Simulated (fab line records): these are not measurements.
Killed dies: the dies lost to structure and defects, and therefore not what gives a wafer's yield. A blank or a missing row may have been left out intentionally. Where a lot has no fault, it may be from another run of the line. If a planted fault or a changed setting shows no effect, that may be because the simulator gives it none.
Comparing a struck lot with a sound one ; flow nand-harc ; 14 out of 1159 route steps
Sound: these wafers, L790.1, L790.4, L790.5. Struck: wafer L787.3. (L787.5 of the same lot was not struck and is left out.) The cause comes at the end.
Per side, at each step with rows, come the tool, then ch with its chambers, and then its first start. Under that, the readings that differ: sound wafers ; struck wafers ; difference of the means ; sigmas: that difference in standard deviations of wafers without a fault.
alike: a reading whose means differ by less than 2 such deviations, as well as words and numbers matching on both sides. not compared: withheld readings; readings where some wafer has no value; bounds like >300 that might hide an equal value; numbers whose values overlap and for which the record gives no deviation.
Wherever a step has rows on one side only, a row that says differs or no value, or a row with sigmas, the two part there. Non-overlapping numbers with no deviation appear without sigmas and do not part them. Lack of a reading on every wafer of one side parts them only where that side has two or more wafers.

NHARC_A_STAIRCASE_ETCH_188: etches the open film in C4F8/O2, target depth 100 nm, time 40.5 s.
  sound: rie-diel-07 ch 1,2,3; struck: rie-diel-07 ch 2
  alike: bias-w, oes-product-au, rf-vpp-V
  not compared: rf-hours-counter-h
NHARC_A_STAIRCASE_TRIM_189: chemistry O2, time 211.2 s.
  sound: rie-diel-07 ch 1,2,3; struck: rie-diel-07 ch 1
  alike: drypump-motor-current-A, oes-product-au, rf-vpp-V, run-length-s, showerhead-plenum-p-Torr, throttle-valve-pct
  not compared: rf-hours-counter-h
then, 1 step without rows for these wafers: NHARC_A_STAIRCASE_ETCH_190 (etches the open film in C4F8/O2, target depth 100 nm, time 40.5 s).
NHARC_A_STAIRCASE_TRIM_191: chemistry O2, time 211.2 s.
  sound: rie-diel-07 ch 0,2,3; struck: rie-diel-07 ch 3
reading;sound;struck;difference;sigmas
rf-vpp-V (V);59.7 59.4 57.8;56.8;-2.2;-2
  alike: drypump-motor-current-A, oes-product-au, run-length-s, showerhead-plenum-p-Torr, throttle-valve-pct
  not compared: rf-hours-counter-h
then, 1 step without rows for these wafers: NHARC_A_STAIRCASE_ETCH_192 (etches the open film in C4F8/O2, target depth 100 nm, time 40.5 s).
NHARC_A_STAIRCASE_TRIM_193: chemistry O2, time 211.2 s.
  sound: rie-diel-07 ch 1,2,3; struck: rie-diel-07 ch 3
  alike: drypump-motor-current-A, oes-product-au, rf-vpp-V, run-length-s, showerhead-plenum-p-Torr, throttle-valve-pct
  not compared: rf-hours-counter-h
then, 4 steps without rows for these wafers: NHARC_A_STAIRCASE_ETCH_194 (etches the open film in C4F8/O2, target depth 100 nm, time 40.5 s); NHARC_A_STAIRCASE_TRIM_196 (chemistry O2, time 211.2 s); NHARC_A_STAIRCASE_ETCH_197 (etches the open film in C4F8/O2, target depth 100 nm, time 40.5 s); NHARC_A_STAIRCASE_TRIM_198 (chemistry O2, time 211.2 s).
NHARC_A_STAIRCASE_ETCH_199: etches the open film in C4F8/O2, target depth 100 nm, time 40.5 s.
  sound: rie-diel-01 ch 1,2; struck: rie-diel-08 ch 2
  alike: bias-w, oes-product-au, rf-vpp-V
  not compared: rf-hours-counter-h
NHARC_A_STAIRCASE_TRIM_200: chemistry O2, time 211.2 s.
  sound on rie-diel-01 ch 1,2,3, day 14 02:38; struck on rie-diel-08 ch 0, day 14 05:29
reading;sound;struck;difference;sigmas
run-length-s (s);231.6 232.5 232.2;256.5;+24.4;+61
  alike: drypump-motor-current-A, oes-product-au, rf-vpp-V, showerhead-plenum-p-Torr, throttle-valve-pct
  not compared: rf-hours-counter-h
then, 2 steps without rows for these wafers: NHARC_A_STAIRCASE_ETCH_201 (etches the open film in C4F8/O2, target depth 100 nm, time 40.5 s); NHARC_END_SORT_01.

## WHERE THEY PART
Last at NHARC_A_STAIRCASE_TRIM_200 as far as this record goes, first at NHARC_A_STAIRCASE_TRIM_191.

WHY: what the simulator had put in
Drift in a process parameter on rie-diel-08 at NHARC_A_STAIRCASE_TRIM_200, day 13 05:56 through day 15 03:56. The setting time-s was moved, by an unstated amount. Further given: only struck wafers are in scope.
